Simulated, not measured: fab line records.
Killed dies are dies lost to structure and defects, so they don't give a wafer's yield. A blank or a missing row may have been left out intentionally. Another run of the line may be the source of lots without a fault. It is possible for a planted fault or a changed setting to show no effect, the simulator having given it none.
fab line records ; flow n5_finfet
record: lots: 6; wafers: 17; last_day: 18
route steps=1938 shown MOL_CONTACT_COAG@565 BEOL_M4@1111
lots that met no fault: taken from a fault-free run of the same line
start_h: start of the lot's first displayed wafer, in hours after the record's first day ; wait_h: time in hours since the lot's previous step ; " unchanged from the row above ; L1.1+2: a single row standing in for several wafers ; - no value present, or no start provided ; * or withheld: withheld ; < > ~ a bound
route shown NAME@n: a module of which the file shows steps, and the number in the route of the first ; usual: mean and standard deviation over wafers with no fault ; same: alike in all rows ; chamber/n: place in a boat ; sites: each site's reading ; _std_site: the values' standard deviation ; _edge_site: outer sites' mean less inner sites' ; radius_mm: for every site, how far away it sits from the centre of the wafer ; mask NAME#n: copy n ; behind: the last tool/chamber to shape the wafer ; hold: why the lot was held/for how many hours/how that ended ; device: the transistor (n, p or np) that didn't switch ; end of line: the tests these same wafers got at the end of their route ; a step without rows: its recipe alone ; killed: count of dies lost to structure and defects at first sort (not the wafer's yield) ; map: dies across one wafer; x = killed, . = not, _ = none there
set.NAME: the setting the step ran with; set.NAME@STEP: the setting that earlier step ran with ; model.NAME: the simulator's own value behind a step, which no gauge read
lots seen at some steps along the route; tables by step, rows by wafer
services: the hour from which a tool's chamber was out of use, counted from the record's first day as start_h (under 0 if before that day), plus the number of hours and why
== steps ==
step: N5_MOL_CONTACT_COAG_COAT_76
recipe: resist: SiARC; temp_c: 220; time_s: 60; spin_rpm: 1500; resist_thk_nm: 10
step: N5_MOL_CONTACT_COAG_COAT_77
recipe: resist: underlayer; temp_c: 205; time_s: 60; spin_rpm: 1500; resist_thk_nm: 10
step: N5_MOL_CONTACT_COAG_COAT_78
recipe: resist: CAR-EUV; spin_rpm: 1500; resist_thk_nm: 40
step: N5_MOL_CONTACT_COAG_EBR_80
recipe: solvent: PGMEA; ebr_width_mm: 1.5
step: N5_MOL_CONTACT_COAG_SOFTBAKE_79
recipe: temp_c: 110; time_s: 60; resist: CAR-EUV
step: N5_MOL_CONTACT_COAG_EXPOSE_81
recipe: mask_id: VG; na: 0.33; source_shape: annular; sigma_inner: 0.3; sigma_outer: 0.7; polarization: unpolarized; defocus_nm: 0; dose_mj: 59.5
step: N5_MOL_CONTACT_COAG_PEB_82
recipe: peb_temp_c: 100; peb_time_s: 60; resist: CAR-EUV
step: N5_MOL_CONTACT_COAG_DEVELOP_83
recipe: develop_time_s: 30; developer: TMAH; resist: CAR-EUV; rinse_liquid: surfactant_rinse; dry: air_spin; dev_temp_c: 23
step: N5_MOL_CONTACT_COAG_CD_MEAS_84
recipe: target_cd_nm: 25.1; landing_energy_ev: 500; detector: se_inlens; polarity: opening
usual: cd_nm: 25.09/0.24
lot.wafer;tool;chamber;start_h;wait_h;cd_nm
L779.2;cd_sem-02;0;118.23;-;25.20
L779.5;cd_sem-02;0;118.23;-;25.22
L779.6;cd_sem-02;0;118.23;-;24.84
L783.2;cd_sem-03;0;145.45;-;24.90
L783.4;cd_sem-03;0;145.45;-;25.18
L783.5;cd_sem-03;0;145.45;-;25.05
L787.1;cd_sem-01;0;176.06;-;25.01
L787.2;cd_sem-01;0;176.06;-;25.28
L787.6;cd_sem-01;0;176.06;-;25.27
L795.1;cd_sem-03;0;216.42;-;25.20
L795.2;cd_sem-03;0;216.42;-;25.86
L795.4;cd_sem-03;0;216.42;-;25.28
L798.3;cd_sem-01;0;234.64;-;25.58
L798.6;cd_sem-01;0;234.64;-;25.36
L799.2;cd_sem-02;0;240.32;-;24.73
L799.3;cd_sem-02;0;240.32;-;25.28
L799.5;cd_sem-02;0;240.32;-;25.05
step: N5_MOL_CONTACT_COAG_OVL_MEAS_85
recipe: points_per_wafer: 522
usual: VG_OVL: -0.1/0.69
same: points_per_wafer: 522
lot.wafer;tool;chamber;start_h;wait_h;VG_OVL[nm]
L779.2;overlay-01;0;118.26;0.0;0.3
L779.5;overlay-01;0;118.26;0.0;0.1
L779.6;overlay-01;0;118.26;0.0;0.8
L783.2;overlay-01;0;145.49;0.0;-0.3
L783.4;overlay-01;0;145.49;0.0;-0.6
L783.5;overlay-01;0;145.49;0.0;-0.1
L787.1;overlay-02;0;176.09;0.0;-0.6
L787.2;overlay-02;0;176.09;0.0;0.7
L787.6;overlay-02;0;176.09;0.0;0.7
L795.1;overlay-02;0;216.45;0.0;-0.2
L795.2;overlay-02;0;216.45;0.0;-0.9
L795.4;overlay-02;0;216.45;0.0;-0.4
L798.3;overlay-01;0;234.68;0.0;0.2
L798.6;overlay-01;0;234.68;0.0;-1.1
L799.2;overlay-02;0;240.36;0.0;-0.5
L799.3;overlay-02;0;240.36;0.0;0.3
L799.5;overlay-02;0;240.36;0.0;0.5
step: N5_MOL_CONTACT_COAG_INSPECT_57
recipe: mode: adi; inspect_instrument: brightfield
usual: raw_defect_count: 199/49
lot.wafer;tool;chamber;start_h;wait_h;raw_defect_count
L779.2;defect_inspect-01;-;118.32;0.0;190
L779.5;defect_inspect-01;-;118.32;0.0;200
L779.6;defect_inspect-01;-;118.32;0.0;181
L783.2;defect_inspect-02;-;145.54;0.0;187
L783.4;defect_inspect-02;-;145.54;0.0;191
L783.5;defect_inspect-02;-;145.54;0.0;155
L787.1;defect_inspect-02;-;176.15;0.1;173
L787.2;defect_inspect-02;-;176.15;0.1;143
L787.6;defect_inspect-02;-;176.15;0.1;87
L795.1;defect_inspect-02;-;216.51;0.1;286
L795.2;defect_inspect-02;-;216.51;0.1;286
L795.4;defect_inspect-02;-;216.51;0.1;202
L798.3;defect_inspect-02;-;234.73;0.0;205
L798.6;defect_inspect-02;-;234.73;0.0;294
L799.2;defect_inspect-01;-;240.41;0.0;171
L799.3;defect_inspect-01;-;240.41;0.0;219
L799.5;defect_inspect-01;-;240.41;0.0;320
step: N5_MOL_CONTACT_COAG_DESCUM_88
recipe: chemistry: O2; time_s: 7; source_power_w: 50; bias_power_w: 20; pressure_mtorr: 20; rf_frequency_hz: 2.712e+07; temp_c: 40; resist: CAR-EUV; o2_flow_sccm: 225
usual: drypump_motor_current_A: 5.9/0.37; oes_product_au: 0.80/0.1; rf_vpp_V: 242.8/1.7; showerhead_plenum_p_Torr: 2.07/0.094; throttle_valve_pct: 20.46/0.22
lot.wafer;tool;chamber;start_h;wait_h;drypump_motor_current_A;oes_product_au;rf_hours_counter_h;rf_vpp_V;showerhead_plenum_p_Torr;throttle_valve_pct
L779.2;rie_diel-06;2;119.89;1.6;6.3;0.70;227;242.8;2.07;20.57
L779.5;rie_diel-06;2;119.89;1.6;6.2;0.70;-;242.2;2.07;20.56
L779.6;rie_diel-06;1;119.89;1.6;5.4;0.97;-;246.3;2.23;20.20
L783.2;rie_diel-03;0;145.83;0.3;5.6;0.70;210;242.7;2.08;20.39
L783.4;rie_diel-03;0;145.83;0.3;5.6;0.71;-;242.9;2.08;20.37
L783.5;rie_diel-03;2;145.83;0.3;6.1;0.76;-;240.0;1.93;20.66
L787.1;rie_diel-06;3;176.18;0.0;6.5;0.92;15;242.0;2.06;20.23
L787.2;rie_diel-06;0;176.18;0.0;5.8;0.82;105;241.4;2.02;20.30
L787.6;rie_diel-06;2;176.18;0.0;6.3;1.01;-;242.0;2.06;20.23
L795.1;rie_diel-03;3;216.54;0.0;6.1;0.76;124;245.8;2.19;20.65
L795.2;rie_diel-03;0;216.54;0.0;5.6;0.69;243;242.9;2.07;20.43
L795.4;rie_diel-03;1;216.54;0.0;5.9;0.90;27;243.3;2.13;20.62
L798.3;rie_diel-03;3;234.76;0.0;6.2;0.76;130;244.0;2.18;20.65
L798.6;rie_diel-03;2;234.76;0.0;6.2;0.73;-;240.7;1.91;20.71
L799.2;rie_diel-03;0;240.44;0.0;5.6;0.68;251;242.1;2.06;20.43
L799.3;rie_diel-03;1;240.44;0.0;5.9;0.89;35;242.8;2.13;20.65
L799.5;rie_diel-03;2;240.44;0.0;6.2;0.72;-;242.1;1.91;20.71
step: N5_MOL_CONTACT_COAG_ETCH_89
recipe: chemistry: N2/H2; target: underlayer; target_depth_a: 130; mask_material: CAR-EUV; time_s: 10.4; ion_energy_ev: 200; pressure_mtorr: 30; source_w: 840; bias_w: 150; n2_flow_sccm: 200; h2_flow_sccm: 200; ends: cleared
usual: drypump_motor_current_A: 5.9/0.37; etch_rf_on_time_s: 10.41/0.17; oes_product_au: 0.68/0.085; rf_vpp_V: 523/3.4; showerhead_plenum_p_Torr: 2.52/0.12; throttle_valve_pct: 17.90/0.22
lot.wafer;tool;chamber;start_h;wait_h;drypump_motor_current_A;etch_rf_on_time_s;oes_product_au;rf_hours_counter_h;rf_vpp_V;showerhead_plenum_p_Torr;throttle_valve_pct
L779.2;rie_diel-06;2;119.92;0.0;6.3;10.26;0.60;227;523;2.51;18.02
L779.5;rie_diel-06;2;119.92;0.0;6.3;10.40;0.60;-;523;2.51;18.03
L779.6;rie_diel-06;1;119.92;0.0;5.4;10.02;0.85;-;528;2.71;17.75
L783.2;rie_diel-03;0;145.86;0.0;5.6;10.61;0.60;210;524;2.52;17.77
L783.4;rie_diel-03;0;145.86;0.0;5.6;10.55;0.61;-;523;2.52;17.78
L783.5;rie_diel-03;2;145.86;0.0;6.1;10.55;0.64;-;519;2.34;18.07
L787.1;rie_diel-06;3;176.21;0.0;6.5;10.42;0.79;15;522;2.50;17.70
L787.2;rie_diel-06;0;176.21;0.0;5.8;10.51;0.68;105;521;2.45;17.73
L787.6;rie_diel-06;2;176.21;0.0;6.3;10.23;0.87;-;524;2.50;17.64
L795.1;rie_diel-03;3;216.58;0.0;6.2;10.42;0.65;124;528;2.66;18.06
L795.2;rie_diel-03;0;216.58;0.0;5.6;10.48;0.58;243;523;2.50;17.82
L795.4;rie_diel-03;1;216.58;0.0;5.9;10.39;0.78;27;527;2.60;18.10
L798.3;rie_diel-03;3;234.79;0.0;6.1;6.65;0.85;130;529;2.66;18.08
L798.6;rie_diel-03;2;234.79;0.0;6.2;10.47;0.62;-;515;2.33;18.14
L799.2;rie_diel-03;0;240.48;0.0;5.5;6.73;0.77;251;524;2.50;17.89
L799.3;rie_diel-03;1;240.48;0.0;5.9;6.57;1.00;35;526;2.60;18.17
L799.5;rie_diel-03;2;240.48;0.0;6.1;10.47;0.61;-;518;2.33;18.14
step: N5_MOL_CONTACT_COAG_ETCH_90
recipe: chemistry: CF4; target: SiARC; target_depth_a: 130; mask_material: CAR-EUV; time_s: 21.7; ion_energy_ev: 80; pressure_mtorr: 40; source_w: 545; bias_w: 36; Ar_flow_sccm: 100; cf4_flow_sccm: 100; ends: cleared
usual: cf4_flow_sccm: 100.0/0.33; drypump_motor_current_A: 5.9/0.37; etch_rf_on_time_s: 21.6/0.33; mfc_ar_sccm: 100.0/0.31; oes_product_au: 0.68/0.086; rf_vpp_V: 183.7/1.5; showerhead_plenum_p_Torr: 2.12/0.092; throttle_valve_pct: 15.63/0.24
lot.wafer;tool;chamber;start_h;wait_h;cf4_flow_sccm;drypump_motor_current_A;etch_rf_on_time_s;mfc_ar_sccm;oes_product_au;rf_hours_counter_h;rf_vpp_V;showerhead_plenum_p_Torr;throttle_valve_pct
L779.2;rie_diel-06;2;119.94;0.0;99.5;6.3;21.6;100.6;0.60;227;181.3;2.11;15.75
L779.5;rie_diel-06;2;119.94;0.0;99.6;6.3;21.6;100.2;0.59;-;184.8;2.11;15.77
L779.6;rie_diel-06;1;119.94;0.0;99.7;5.4;21.1;100.1;0.84;-;183.9;2.27;15.34
L783.2;rie_diel-03;0;145.88;0.0;100.2;5.6;22.0;100.3;0.60;210;182.8;2.12;15.58
L783.4;rie_diel-03;0;145.88;0.0;100.2;5.5;21.9;100.4;0.61;-;183.4;2.12;15.57
L783.5;rie_diel-03;2;145.88;0.0;99.8;6.1;22.1;99.5;0.63;-;182.9;1.98;15.84
L787.1;rie_diel-06;3;176.23;0.0;100.1;6.4;21.7;100.4;0.79;15;183.0;2.10;15.33
L787.2;rie_diel-06;0;176.23;0.0;99.9;5.8;21.7;99.7;0.70;105;183.2;2.07;15.48
L787.6;rie_diel-06;2;176.23;0.0;99.7;6.3;21.4;100.0;0.86;-;184.5;2.11;15.33
L795.1;rie_diel-03;3;216.60;0.0;100.1;6.2;21.3;100.1;0.66;124;186.2;2.24;15.88
L795.2;rie_diel-03;0;216.60;0.0;99.4;5.6;21.5;100.2;0.59;243;183.8;2.11;15.65
L795.4;rie_diel-03;1;216.60;0.0;100.4;5.9;21.1;100.0;0.79;27;185.6;2.18;15.73
L798.3;rie_diel-03;3;234.81;0.0;100.1;6.2;21.9;99.5;0.65;130;185.1;2.24;15.88
L798.6;rie_diel-03;2;234.81;0.0;100.3;6.2;22.0;100.1;0.61;-;180.6;1.97;15.90
L799.2;rie_diel-03;0;240.50;0.0;100.1;5.5;21.7;100.1;0.59;251;184.8;2.11;15.64
L799.3;rie_diel-03;1;240.50;0.0;99.9;5.9;21.3;100.3;0.76;35;182.8;2.18;15.76
L799.5;rie_diel-03;2;240.50;0.0;100.1;6.2;22.1;100.0;0.62;-;182.0;1.97;15.92
step: N5_BEOL_M4_RC_MEAS_101
usual: DIBL_N: 35.9/1.3; DIBL_P: 36.3/1.5; IOFF_N: 0.153/0.023; IOFF_P: 0.208/0.028; ION_N: 672/9.7; ION_P: 462/6.6; SS_N: 71.5/0.53; SS_P: 73.3/0.59; VT_N: 250.4/2.7; VT_P: -250.5/3
lot.wafer;tool;chamber;start_h;wait_h;DIBL_N[mV/V];DIBL_P[mV/V];IOFF_N[nA/um];IOFF_P[nA/um];ION_N[uA/um];ION_P[uA/um];SS_N[mV/dec];SS_P[mV/dec];VT_N[mV];VT_P[mV]
L779.2;prober-01;0;200.47;0.2;38.2;38.8;0.202;0.285;679;473;71.6;74.5;247.1;-244.0
L779.5;prober-01;0;200.47;0.2;38.6;39.3;0.230;0.307;687;469;72.5;74.8;243.2;-243.1
L779.6;prober-01;0;200.47;0.2;36.0;35.7;0.157;0.242;679;471;71.0;74.1;247.9;-244.8
L783.2;prober-01;0;225.30;0.2;38.7;39.2;0.197;0.247;676;467;71.8;74.2;247.3;-248.5
L783.4;prober-01;0;225.30;0.2;39.8;40.6;0.211;0.274;678;466;72.0;74.5;245.7;-245.5
L783.5;prober-01;0;225.30;0.2;38.5;39.1;0.194;0.235;683;463;72.7;74.1;246.5;-250.0
L787.1;prober-01;0;243.50;0.0;35.9;35.8;0.149;0.209;669;465;72.2;72.5;250.2;-247.7
L787.2;prober-01;0;243.50;0.0;34.1;33.1;0.124;0.167;648;451;71.7;72.4;254.5;-255.0
L787.6;prober-01;0;243.50;0.0;35.0;33.9;0.127;0.177;655;454;71.5;72.1;253.7;-254.8
L795.1;prober-01;0;303.11;0.5;33.3;34.4;0.129;0.212;668;473;70.7;73.2;252.3;-250.3
L795.2;prober-01;0;303.11;0.5;34.7;36.0;0.153;0.238;674;464;71.0;74.1;249.5;-247.3
L795.4;prober-01;0;303.11;0.5;33.8;34.3;0.130;0.206;659;463;70.7;72.8;253.6;-248.2
L798.3;prober-02;0;316.77;0.3;37.5;39.0;0.183;0.229;687;467;71.9;74.0;249.2;-249.6
L798.6;prober-02;0;316.77;0.3;36.5;37.8;0.159;0.213;677;464;71.2;73.5;247.9;-253.8
L799.2;prober-02;0;336.56;0.2;37.9;37.7;0.182;0.238;683;473;71.5;73.2;245.8;-247.1
L799.3;prober-02;0;336.56;0.2;36.0;36.0;0.151;0.204;684;464;70.7;72.9;247.6;-249.7
L799.5;prober-02;0;336.56;0.2;35.7;35.8;0.147;0.208;686;468;71.6;72.5;248.5;-248.9
== services ==
tool;chamber;start_h;hours;kind
rie_diel-06;0;131.83;6.3;repair
rie_diel-03;1;141.03;-;clean
rie_diel-03;1;141.03;-;consumable_replace:focus_ring
rie_diel-03;1;141.03;15.4;scheduled_down
rie_diel-03;1;141.03;15.4;vent_cycle
rie_diel-06;3;142.93;-;clean
rie_diel-06;3;142.93;-;consumable_replace:focus_ring
rie_diel-06;3;142.93;10.0;scheduled_down
rie_diel-06;3;142.93;10.0;vent_cycle
rie_diel-06;2;158.69;-;clean
rie_diel-06;2;158.69;-;consumable_replace:focus_ring
rie_diel-06;2;158.69;12.5;scheduled_down
rie_diel-06;2;158.69;12.5;vent_cycle
rie_diel-03;0;160.20;1.9;repair
rie_diel-06;3;240.11;5.5;repair
== key ==
first_sign: step: N5_MOL_CONTACT_COAG_ETCH_89; reading: etch_rf_on_time_s; direction: down; sigmas: 22; usual: *; struck: *
effect: step: N5_MOL_CONTACT_COAG_ETCH_89; reading: oes_product_au; direction: up; sigmas: 2.3; usual: 0.68; struck: 0.87
met_at N5_MOL_CONTACT_COAG_ETCH_89
struck_wafers L798.3,L799.2,L799.3
onset_between 216.58 234.79
fault: kind: process_parameter_drift; tool: rie_diel-03; chamber: -; onset_h: 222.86; steps: N5_MOL_CONTACT_COAG_ETCH_89; channel: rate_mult; offset: 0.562; shape: step; end_h: 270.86; scope: struck_wafers_only
